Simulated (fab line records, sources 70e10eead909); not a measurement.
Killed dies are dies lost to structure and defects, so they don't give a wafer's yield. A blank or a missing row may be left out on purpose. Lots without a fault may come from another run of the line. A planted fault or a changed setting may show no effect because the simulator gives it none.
Which tool did it? | flow nand_harc | 19 lots, 57 wafers sampled, at 5 steps of a route of 1302

WHAT THE GAUGES READ, wafer by wafer
NHARC_P_M2_INSPECT_27. Usual: raw_defect_count 298, standard deviation 92.
lot  | measured     | on                | raw_defect_count | flag
L074 | day 6 10:41  | defect_inspect-01 | 207 308 255      |
L075 | day 7 00:25  | defect_inspect-02 | 426 216 249      |
L076 | day 7 07:38  | defect_inspect-02 | 415 303 362      |
L077 | day 7 19:01  | defect_inspect-01 | 256 252 249      |
L078 | day 8 06:49  | defect_inspect-01 | 401 293 325      |
L079 | day 8 18:53  | defect_inspect-01 | 280 368 195      |
L080 | day 9 08:28  | defect_inspect-01 | 291 281 295      |
L081 | day 9 08:59  | defect_inspect-01 | 530 264 444      |
L082 | day 9 20:46  | defect_inspect-02 | 206 170 243      |
L084 | day 10 14:56 | defect_inspect-02 | 454 309 460      |
L085 | day 11 05:52 | defect_inspect-02 | 315 348 438      |
L087 | day 12 02:33 | defect_inspect-01 | 256 532 467      |
L090 | day 13 07:15 | defect_inspect-01 | 206 223 313      |
L091 | day 13 11:14 | defect_inspect-02 | 322 159 289      |
L092 | day 14 00:36 | defect_inspect-02 | 281 346 244      |
L093 | day 14 13:34 | defect_inspect-02 | 335 364 228      |
L095 | day 15 01:05 | defect_inspect-02 | 219 137 218      |
L096 | day 15 14:15 | defect_inspect-01 | 284 316 501      |
L097 | day 15 22:18 | defect_inspect-02 | 311 352 255      |

WHICH TOOL RAN EACH LOT (tool, then ch and the chambers of the sampled wafers, then the start)
lot  | NHARC_P_M0_DEP_32               | NHARC_P_M2_ETCH_35                 | NHARC_P_M2_STRIP_18                | NHARC_P_M2_ETCH_28
L074 | pecvd-02 ch 0,1, day 6 02:29    | rie_diel-11 ch 0,1, day 6 08:11    | rie_diel-10 ch 0,1, day 6 08:29    | rie_diel-10 ch 0,1, day 6 10:41 or earlier
L075 | pecvd-03 ch 0,1, day 6 16:11    | rie_diel-12 ch 0,2, day 6 21:52    | rie_diel-10 ch 1,3, day 6 22:10    | rie_diel-10 ch 1,2,3, day 7 00:25 or earlier
L076 | pecvd-01 ch 0,2, day 6 23:31    | rie_diel-11 ch 1,2,3, day 7 05:10  | rie_diel-11 ch 0,2,3, day 7 05:30  | rie_diel-11 ch 1,2,3, day 7 07:38 or earlier
L077 | pecvd-01 ch 0,1, day 7 10:18    | rie_diel-11 ch 0,1,3, day 7 16:07  | rie_diel-11 ch 0,2, day 7 16:26    | rie_diel-11 ch 1,2, day 7 19:01 or earlier
L078 | pecvd-02 ch 0,1,2, day 7 22:25  | rie_diel-11 ch 0,1,2, day 8 03:53  | rie_diel-10 ch 0,1,3, day 8 04:13  | rie_diel-10 ch 0,1, day 8 06:49 or earlier
L079 | pecvd-01 ch 1,2, day 8 10:29    | rie_diel-10 ch 0,2,3, day 8 16:25  | rie_diel-11 ch 1,2, day 8 16:44    | rie_diel-11 ch 0,3, day 8 18:53 or earlier
L080 | pecvd-01 ch 0,1, day 9 00:00    | rie_diel-11 ch 1,3, day 9 05:34    | rie_diel-12 ch 0,2, day 9 05:52    | rie_diel-12 ch 0,1, day 9 08:28 or earlier
L081 | pecvd-01 ch 0,1,2, day 9 00:51  | rie_diel-11 ch 0,1,2, day 9 06:29  | rie_diel-12 ch 0,2,3, day 9 06:49  | rie_diel-12 ch 1,2,3, day 9 08:59 or earlier
L082 | pecvd-03 ch 0,1,2, day 9 12:38  | rie_diel-11 ch 0,1,2, day 9 18:17  | rie_diel-12 ch 1,2,3, day 9 18:34  | rie_diel-12 ch 1,2,3, day 9 20:46 or earlier
L084 | pecvd-02 ch 0,1,2, day 10 06:40 | rie_diel-11 ch 0,2,3, day 10 12:23 | rie_diel-12 ch 0,2,3, day 10 12:42 | rie_diel-12 ch 0,2,3, day 10 14:56 or earlier
L085 | pecvd-01 ch 0,1,2, day 10 21:22 | rie_diel-12 ch 1,3, day 11 03:17   | rie_diel-11 ch 2,3, day 11 03:35   | rie_diel-11 ch 0,2,3, day 11 05:52 or earlier
L087 | pecvd-01 ch 0,1, day 11 18:22   | rie_diel-12 ch 1,2, day 12 00:02   | rie_diel-10 ch 1,3, day 12 00:20   | rie_diel-10 ch 0,1,3, day 12 02:33 or earlier
L090 | pecvd-01 ch 0,1, day 12 23:01   | rie_diel-11 ch 0,1,2, day 13 04:36 | rie_diel-12 ch 1,3, day 13 04:55   | rie_diel-12 ch 1,3, day 13 07:15 or earlier
L091 | pecvd-01 ch 0,1,2, day 13 03:17 | rie_diel-10 ch 0,1, day 13 08:45   | rie_diel-12 ch 1,2, day 13 09:02   | rie_diel-12 ch 1,2, day 13 11:14 or earlier
L092 | pecvd-02 ch 0,1,2, day 13 16:07 | rie_diel-11 ch 0,2,3, day 13 21:48 | rie_diel-11 ch 0,2,3, day 13 22:07 | rie_diel-11 ch 0,1,3, day 14 00:36 or earlier
L093 | pecvd-02 ch 0,1,2, day 14 05:07 | rie_diel-10 ch 1,2,3, day 14 10:55 | rie_diel-11 ch 0,1,2, day 14 11:14 | rie_diel-11 ch 1,2,3, day 14 13:34 or earlier
L095 | pecvd-03 ch 1,2, day 14 16:53   | rie_diel-11 ch 2,3, day 14 22:35   | rie_diel-12 ch 1,2,3, day 14 22:57 | rie_diel-12 ch 0,3, day 15 01:05 or earlier
L096 | pecvd-02 ch 0,2, day 15 06:17   | rie_diel-10 ch 0,1,2, day 15 11:40 | rie_diel-11 ch 2,3, day 15 11:58   | rie_diel-11 ch 0,2,3, day 15 14:15 or earlier
L097 | pecvd-01 ch 0,1,2, day 15 14:07 | rie_diel-10 ch 0,1,2, day 15 19:38 | rie_diel-11 ch 1,2, day 15 19:56   | rie_diel-11 ch 1,2, day 15 22:18 or earlier
- NHARC_P_M0_DEP_32: deposits SiCN, target thk 30 nm.
- NHARC_P_M2_ETCH_35: etches the open film in N2/H2, target depth 40 nm, overetch 12 nm, time 43.94 s.
- NHARC_P_M2_STRIP_18: strips in N2/H2.
- NHARC_P_M2_ETCH_28: etches the open film in CF4/N2, target depth 30 nm, time 72.99 s.

WHAT THE TOOLS THEMSELVES READ (means of the sampled wafers that have a number; where no wafer has one, the mark that the record gives instead)
NHARC_P_M0_DEP_32. Usual: heater_power_w 625 W, standard deviation 110; rf_fwd_power_W 448.7 W, standard deviation 1.4.
lot  | tool     | heater_power_w (W) | rf_fwd_power_W (W) | flag
L074 | pecvd-02 | 582                | 447.4              |
L075 | pecvd-03 | 572                | 449.0              |
L076 | pecvd-01 | 590                | 449.4              |
L077 | pecvd-01 | 686                | 449.7              |
L078 | pecvd-02 | 677                | 450.3              |
L079 | pecvd-01 | 639                | 447.2              |
L080 | pecvd-01 | 602                | 448.8              |
L081 | pecvd-01 | 625                | 448.3              |
L082 | pecvd-03 | 537                | 448.6              |
L084 | pecvd-02 | 631                | 450.4              |
L085 | pecvd-01 | 642                | 448.4              |
L087 | pecvd-01 | 651                | 448.2              |
L090 | pecvd-01 | 702                | 448.9              |
L091 | pecvd-01 | 645                | 448.8              |
L092 | pecvd-02 | 717                | 449.2              |
L093 | pecvd-02 | 709                | 447.9              |
L095 | pecvd-03 | 521                | 450.2              |
L096 | pecvd-02 | 723                | 449.4              |
L097 | pecvd-01 | 578                | 448.7              |

NHARC_P_M2_ETCH_35. Usual: drypump_motor_current_A 6.1 A, standard deviation 0.54; h2_flow_sccm 150.0 sccm, standard deviation 0.42; n2_flow_sccm 150.0 sccm, standard deviation 0.41; oes_product_au 1.000 a.u., standard deviation 0.0084; rf_fwd_power_W 395.1 W, standard deviation 2.5; rf_vpp_V 430.8 V, standard deviation 2.3; showerhead_plenum_p_Torr 2.05 Torr, standard deviation 0.077; throttle_valve_pct 14.172 %, standard deviation 0.0091.
lot  | tool        | drypump_motor_current_A (A) | h2_flow_sccm (sccm) | n2_flow_sccm (sccm) | oes_product_au (a.u.) | rf_fwd_power_W (W) | rf_vpp_V (V) | showerhead_plenum_p_Torr (Torr) | throttle_valve_pct (%) | flag
L074 | rie_diel-11 | 6.1                         | 150.1               | 149.6               | 0.995                 | 393.3              | 430.5        | 2.02                            | 14.178                 |
L075 | rie_diel-12 | 5.0                         | 150.3               | 150.0               | 1.005                 | 394.4              | 433.1        | 2.14                            | 14.168                 |
L076 | rie_diel-11 | 6.0                         | 149.7               | 150.3               | 0.999                 | 397.1              | 429.5        | 2.00                            | 14.171                 |
L077 | rie_diel-11 | 6.3                         | 150.0               | 150.7               | 1.001                 | 394.9              | 430.5        | 2.06                            | 14.177                 |
L078 | rie_diel-11 | 6.0                         | 149.7               | 150.4               | 1.001                 | 395.5              | 431.0        | 2.04                            | 14.175                 |
L079 | rie_diel-10 | 6.3                         | 149.8               | 149.6               | 1.001                 | 397.3              | 430.6        | 2.06                            | 14.179                 |
L080 | rie_diel-11 | 6.2                         | 149.9               | 150.0               | 1.007                 | 395.1              | 429.7        | 2.01                            | 14.170                 |
L081 | rie_diel-11 | 6.0                         | 149.7               | 150.0               | 1.005                 | 395.6              | 430.2        | 2.04                            | 14.162                 |
L082 | rie_diel-11 | 6.0                         | 149.7               | 150.0               | 0.998                 | 395.4              | 430.3        | 2.04                            | 14.173                 |
L084 | rie_diel-11 | 6.2                         | 150.1               | 150.2               | 1.005                 | 394.0              | 431.8        | 2.08                            | 14.182                 |
L085 | rie_diel-12 | 5.4                         | 150.0               | 150.2               | 0.996                 | 394.4              | 429.7        | 2.03                            | 14.175                 |
L087 | rie_diel-12 | 5.0                         | 150.1               | 149.7               | 1.003                 | 394.3              | 432.5        | 2.09                            | 14.164                 |
L090 | rie_diel-11 | 6.0                         | 149.7               | 150.1               | 0.994                 | 394.5              | 430.4        | 2.04                            | 14.175                 |
L091 | rie_diel-10 | 6.5                         | 149.6               | 150.7               | 0.995                 | 393.2              | 429.4        | 2.01                            | 14.174                 |
L092 | rie_diel-11 | 6.2                         | 150.3               | 150.1               | 1.008                 | 394.5              | 432.1        | 2.08                            | 14.174                 |
L093 | rie_diel-10 | 6.3                         | 149.9               | 150.0               | 0.999                 | 394.6              | 430.9        | 2.03                            | 14.177                 |
L095 | rie_diel-11 | 5.8                         | 150.2               | 149.7               | 0.997                 | 396.2              | 429.5        | 2.02                            | 14.180                 |
L096 | rie_diel-10 | 6.4                         | 150.3               | 150.1               | 0.995                 | 396.2              | 429.4        | 2.02                            | 14.170                 |
L097 | rie_diel-10 | 6.4                         | 150.0               | 150.1               | 0.998                 | 395.0              | 430.1        | 2.02                            | 14.167                 |

NHARC_P_M2_STRIP_18. Usual: drypump_motor_current_A 5.9 A, standard deviation 0.64; h2_flow_sccm 150.0 sccm, standard deviation 0.46; n2_flow_sccm 150.0 sccm, standard deviation 0.46; oes_product_au 1.001 a.u., standard deviation 0.0094; rf_fwd_power_W 997.8 W, standard deviation 2.9; rf_vpp_V 90.9 V, standard deviation 0.94; showerhead_plenum_p_Torr 2.06 Torr, standard deviation 0.072; throttle_valve_pct 14.171 %, standard deviation 0.0091.
lot  | tool        | drypump_motor_current_A (A) | h2_flow_sccm (sccm) | n2_flow_sccm (sccm) | oes_product_au (a.u.) | rf_fwd_power_W (W) | rf_vpp_V (V) | showerhead_plenum_p_Torr (Torr) | throttle_valve_pct (%) | flag
L074 | rie_diel-10 | 6.6                         | 150.3               | 150.2               | 1.002                 | 996.0              | 90.6         | 2.04                            | 14.170                 |
L075 | rie_diel-10 | 6.4                         | 150.1               | 151.0               | 1.011                 | 996.4              | 90.2         | 2.03                            | 14.167                 |
L076 | rie_diel-11 | 6.2                         | 150.0               | 149.8               | 1.002                 | 997.1              | 90.3         | 2.08                            | 14.171                 |
L077 | rie_diel-11 | 6.2                         | 150.6               | 150.0               | 0.997                 | 997.2              | 91.2         | 2.13                            | 14.173                 |
L078 | rie_diel-10 | 6.5                         | 150.1               | 149.7               | 1.002                 | 999.6              | 91.4         | 2.05                            | 14.162                 |
L079 | rie_diel-11 | 5.6                         | 150.7               | 150.4               | 1.006                 | 998.3              | 90.1         | 1.98                            | 14.176                 |
L080 | rie_diel-12 | 4.9                         | 150.0               | 149.9               | 1.002                 | 997.1              | 91.5         | 2.14                            | 14.162                 |
L081 | rie_diel-12 | 5.1                         | 149.8               | 149.4               | 1.006                 | 997.0              | 91.5         | 2.11                            | 14.166                 |
L082 | rie_diel-12 | 5.2                         | 149.7               | 149.6               | 0.997                 | 998.5              | 90.8         | 2.06                            | 14.169                 |
L084 | rie_diel-12 | 5.1                         | 149.8               | 149.8               | 1.008                 | 996.2              | 91.4         | 2.11                            | 14.180                 |
L085 | rie_diel-11 | 6.1                         | 150.3               | 150.3               | 1.005                 | 997.9              | 90.2         | 2.03                            | 14.180                 |
L087 | rie_diel-10 | 6.3                         | 150.1               | 150.1               | 1.007                 | 997.9              | 90.8         | 2.03                            | 14.165                 |
L090 | rie_diel-12 | 5.4                         | 150.1               | 149.6               | 0.997                 | 999.5              | 91.0         | 2.03                            | 14.178                 |
L091 | rie_diel-12 | 5.0                         | 150.3               | 150.4               | 1.012                 | 996.8              | 91.5         | 2.09                            | 14.175                 |
L092 | rie_diel-11 | 6.2                         | 150.2               | 150.1               | 1.000                 | 997.2              | 90.9         | 2.08                            | 14.172                 |
L093 | rie_diel-11 | 6.0                         | 149.8               | 150.1               | 0.989                 | 998.2              | 90.7         | 2.04                            | 14.171                 |
L095 | rie_diel-12 | 5.2                         | 150.1               | 149.9               | 1.002                 | 998.0              | 91.0         | 2.06                            | 14.168                 |
L096 | rie_diel-11 | 5.8                         | 149.6               | 150.0               | 0.998                 | 997.5              | 91.1         | 2.02                            | 14.167                 |
L097 | rie_diel-11 | 5.7                         | 149.9               | 149.5               | 0.991                 | 998.5              | 89.7         | 1.96                            | 14.172                 |

NHARC_P_M2_ETCH_28. Usual: drypump_motor_current_A 5.9 A, standard deviation 0.63; n2_flow_sccm 99.99 sccm, standard deviation 0.3; oes_product_au 1.000 a.u., standard deviation 0.0097; rf_fwd_power_W 297.1 W, standard deviation 1.5; rf_vpp_V 314.7 V, standard deviation 1.6; showerhead_plenum_p_Torr 2.65 Torr, standard deviation 0.091; throttle_valve_pct 19.794 %, standard deviation 0.0092.
lot  | tool        | drypump_motor_current_A (A) | n2_flow_sccm (sccm) | oes_product_au (a.u.) | rf_fwd_power_W (W) | rf_vpp_V (V) | showerhead_plenum_p_Torr (Torr) | throttle_valve_pct (%) | flag
L074 | rie_diel-10 | 6.5                         | 99.99               | 0.994                 | 295.3              | 314.8        | 2.60                            | 19.794                 |
L075 | rie_diel-10 | 6.3                         | 99.79               | 0.997                 | 296.3              | 314.5        | 2.62                            | 19.799                 |
L076 | rie_diel-11 | 5.9                         | 100.25              | 0.999                 | 297.7              | 313.7        | 2.58                            | 19.793                 |
L077 | rie_diel-11 | 5.7                         | 99.93               | 0.992                 | 297.2              | 313.3        | 2.53                            | 19.801                 |
L078 | rie_diel-10 | 6.6                         | 100.21              | 1.003                 | 295.4              | 313.1        | 2.59                            | 19.790                 |
L079 | rie_diel-11 | 6.6                         | 100.15              | 1.001                 | 295.5              | 315.8        | 2.75                            | 19.796                 |
L080 | rie_diel-12 | 5.6                         | 99.70               | 1.002                 | 297.6              | 316.8        | 2.75                            | 19.786                 |
L081 | rie_diel-12 | 5.2                         | 99.59               | 0.997                 | 296.8              | 315.2        | 2.65                            | 19.785                 |
L082 | rie_diel-12 | 5.2                         | 100.21              | 0.997                 | 296.5              | 314.0        | 2.65                            | 19.793                 |
L084 | rie_diel-12 | 5.1                         | 99.78               | 1.001                 | 296.6              | 315.6        | 2.70                            | 19.790                 |
L085 | rie_diel-11 | 6.2                         | 100.02              | 0.999                 | 296.5              | 314.6        | 2.67                            | 19.806                 |
L087 | rie_diel-10 | 6.4                         | 100.25              | 1.006                 | 297.8              | 315.5        | 2.64                            | 19.788                 |
L090 | rie_diel-12 | 5.4                         | 100.23              | 0.993                 | 297.6              | 314.0        | 2.61                            | 19.797                 |
L091 | rie_diel-12 | 5.5                         | 99.68               | 1.007                 | 297.0              | 314.0        | 2.66                            | 19.785                 |
L092 | rie_diel-11 | 6.3                         | 100.03              | 1.001                 | 296.6              | 314.7        | 2.65                            | 19.795                 |
L093 | rie_diel-11 | 5.9                         | 99.87               | 0.999                 | 298.0              | 313.9        | 2.58                            | 19.803                 |
L095 | rie_diel-12 | 5.2                         | 99.74               | 0.990                 | 297.3              | 314.4        | 2.67                            | 19.796                 |
L096 | rie_diel-11 | 6.2                         | 100.21              | 1.013                 | 297.6              | 314.5        | 2.67                            | 19.796                 |
L097 | rie_diel-11 | 5.6                         | 100.15              | 0.990                 | 298.7              | 313.1        | 2.56                            | 19.792                 |

THE ANSWER, worked out from the rows above alone
Rule: a lot is off if the mean of its wafers that have a number lies more than 3 standard deviations from the usual mean. A lot without any number at a reading at which 4 lots or more have one is off too. The other lots that the step has rows for count as sound. The gauges are gone through in route order, then the tools' own readings, and for those a lot's mean is taken as printed above. The first step at which some lot is off is used, and at that step the reading that is off furthest; a lot without a number counts as furthest.
No lot is off at any reading shown: from this, nothing can be told.

WHAT THE SIMULATOR HAD PUT IN
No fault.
